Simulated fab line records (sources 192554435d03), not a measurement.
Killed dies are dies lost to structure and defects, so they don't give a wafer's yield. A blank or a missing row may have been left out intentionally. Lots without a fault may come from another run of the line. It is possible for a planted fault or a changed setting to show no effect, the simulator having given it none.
Matching of chambers || flow n5-finfet || 4 sister chambers for N5_BEOL_M7_DESCUM_16 on rie-diel-04
The step chemistry O2, time 7.9 s. 16 wafers are shown with their chamber, then 8 later ones without.

## EACH WAFER AND ITS CHAMBER
{"wafer": "L077.1", "chamber": 2, "drypump-motor-current-A (A)": 6.1, "showerhead-plenum-p-Torr (Torr)": 2.16, "throttle-valve-pct (%)": 20.91}
{"wafer": "L077.3", "chamber": 3, "drypump-motor-current-A (A)": 5.3, "showerhead-plenum-p-Torr (Torr)": 2.16, "throttle-valve-pct (%)": 20.32}
{"wafer": "L077.5", "chamber": 3, "drypump-motor-current-A (A)": 5.3, "showerhead-plenum-p-Torr (Torr)": 2.16, "throttle-valve-pct (%)": 20.31}
{"wafer": "L076.1", "chamber": 3, "drypump-motor-current-A (A)": 5.3, "showerhead-plenum-p-Torr (Torr)": 2.16, "throttle-valve-pct (%)": 20.33}
{"wafer": "L076.3", "chamber": 0, "drypump-motor-current-A (A)": 5.5, "showerhead-plenum-p-Torr (Torr)": 2.07, "throttle-valve-pct (%)": 20.65}
{"wafer": "L076.6", "chamber": 1, "drypump-motor-current-A (A)": 6.5, "showerhead-plenum-p-Torr (Torr)": 2.12, "throttle-valve-pct (%)": 20.25}
{"wafer": "L079.3", "chamber": 2, "drypump-motor-current-A (A)": 6.1, "showerhead-plenum-p-Torr (Torr)": 2.16, "throttle-valve-pct (%)": 20.91}
{"wafer": "L079.4", "chamber": 0, "drypump-motor-current-A (A)": 5.6, "showerhead-plenum-p-Torr (Torr)": 2.07, "throttle-valve-pct (%)": 20.65}
{"wafer": "L079.6", "chamber": 2, "drypump-motor-current-A (A)": 6.1, "showerhead-plenum-p-Torr (Torr)": 2.16, "throttle-valve-pct (%)": 20.93}
{"wafer": "L081.2", "chamber": 2, "drypump-motor-current-A (A)": 6.1, "showerhead-plenum-p-Torr (Torr)": 2.15, "throttle-valve-pct (%)": 20.93}
{"wafer": "L081.4", "chamber": 1, "drypump-motor-current-A (A)": 6.5, "showerhead-plenum-p-Torr (Torr)": 2.12, "throttle-valve-pct (%)": 20.26}
{"wafer": "L081.5", "chamber": 3, "drypump-motor-current-A (A)": 5.3, "showerhead-plenum-p-Torr (Torr)": 2.16, "throttle-valve-pct (%)": 20.31}
{"wafer": "L092.2", "chamber": 2, "drypump-motor-current-A (A)": 6.1, "showerhead-plenum-p-Torr (Torr)": 2.15, "throttle-valve-pct (%)": 20.42}
{"wafer": "L092.5", "chamber": 1, "drypump-motor-current-A (A)": 6.5, "showerhead-plenum-p-Torr (Torr)": 2.11, "throttle-valve-pct (%)": 20.31}
{"wafer": "L092.6", "chamber": 0, "drypump-motor-current-A (A)": 5.5, "showerhead-plenum-p-Torr (Torr)": 2.07, "throttle-valve-pct (%)": 20.70}
{"wafer": "L095.1", "chamber": 1, "drypump-motor-current-A (A)": 6.5, "showerhead-plenum-p-Torr (Torr)": 2.11, "throttle-valve-pct (%)": 20.30}

SIGNATURES (means of the wafers above)
{"reading": "drypump-motor-current-A", "chamber 0": 5.533, "chamber 1": 6.500, "chamber 2": 6.100, "chamber 3": 5.300, "scatter within a chamber": 0.0236}
{"reading": "showerhead-plenum-p-Torr", "chamber 0": 2.0700, "chamber 1": 2.1150, "chamber 2": 2.1560, "chamber 3": 2.1600, "scatter within a chamber": 0.00428}
{"reading": "throttle-valve-pct", "chamber 0": 20.6667, "chamber 1": 20.2800, "chamber 2": 20.8200, "chamber 3": 20.3175, "scatter within a chamber": 0.131}
Rule: for a wafer and a chamber, the distance is found by dividing, reading by reading, the gap between the wafer's reading and the chamber's mean by the reading's scatter, squaring, summing and taking the root. The wafer belongs to the nearest chamber; if the next one is less than 2 further off, it can't be placed. The scatter: the root of (the sum of the squares of (reading less its chamber's mean) over the shown wafers, divided by (wafers less chambers)).

## WAFERS WHOSE CHAMBER IS MISSING
{"wafer": "L095.5", "drypump-motor-current-A (A)": 5.3, "showerhead-plenum-p-Torr (Torr)": 2.15, "throttle-valve-pct (%)": 20.37}
{"wafer": "L095.6", "drypump-motor-current-A (A)": 6.1, "showerhead-plenum-p-Torr (Torr)": 2.15, "throttle-valve-pct (%)": 20.44}
{"wafer": "L097.1", "drypump-motor-current-A (A)": 6.4, "showerhead-plenum-p-Torr (Torr)": 2.11, "throttle-valve-pct (%)": 20.31}
{"wafer": "L097.4", "drypump-motor-current-A (A)": 6.1, "showerhead-plenum-p-Torr (Torr)": 2.15, "throttle-valve-pct (%)": 20.44}
{"wafer": "L097.5", "drypump-motor-current-A (A)": 6.5, "showerhead-plenum-p-Torr (Torr)": 2.11, "throttle-valve-pct (%)": 20.31}
{"wafer": "L096.1", "drypump-motor-current-A (A)": 5.6, "showerhead-plenum-p-Torr (Torr)": 2.06, "throttle-valve-pct (%)": 20.72}
{"wafer": "L096.2", "drypump-motor-current-A (A)": 6.5, "showerhead-plenum-p-Torr (Torr)": 2.11, "throttle-valve-pct (%)": 20.34}
{"wafer": "L096.3", "drypump-motor-current-A (A)": 6.1, "showerhead-plenum-p-Torr (Torr)": 2.14, "throttle-valve-pct (%)": 20.45}

## EACH ONE'S CHAMBER
{"wafer": "L095.5", "from the rows above": 3, "in truth": 3}
{"wafer": "L095.6", "from the rows above": 2, "in truth": 2}
{"wafer": "L097.1", "from the rows above": 1, "in truth": 1}
{"wafer": "L097.4", "from the rows above": 2, "in truth": 2}
{"wafer": "L097.5", "from the rows above": 1, "in truth": 1}
{"wafer": "L096.1", "from the rows above": 0, "in truth": 0}
{"wafer": "L096.2", "from the rows above": 1, "in truth": 1}
{"wafer": "L096.3", "from the rows above": 2, "in truth": 2}
Correct placement for 8 of the 8. Can't be placed from these rows: 0. Wrongly placed: 0.
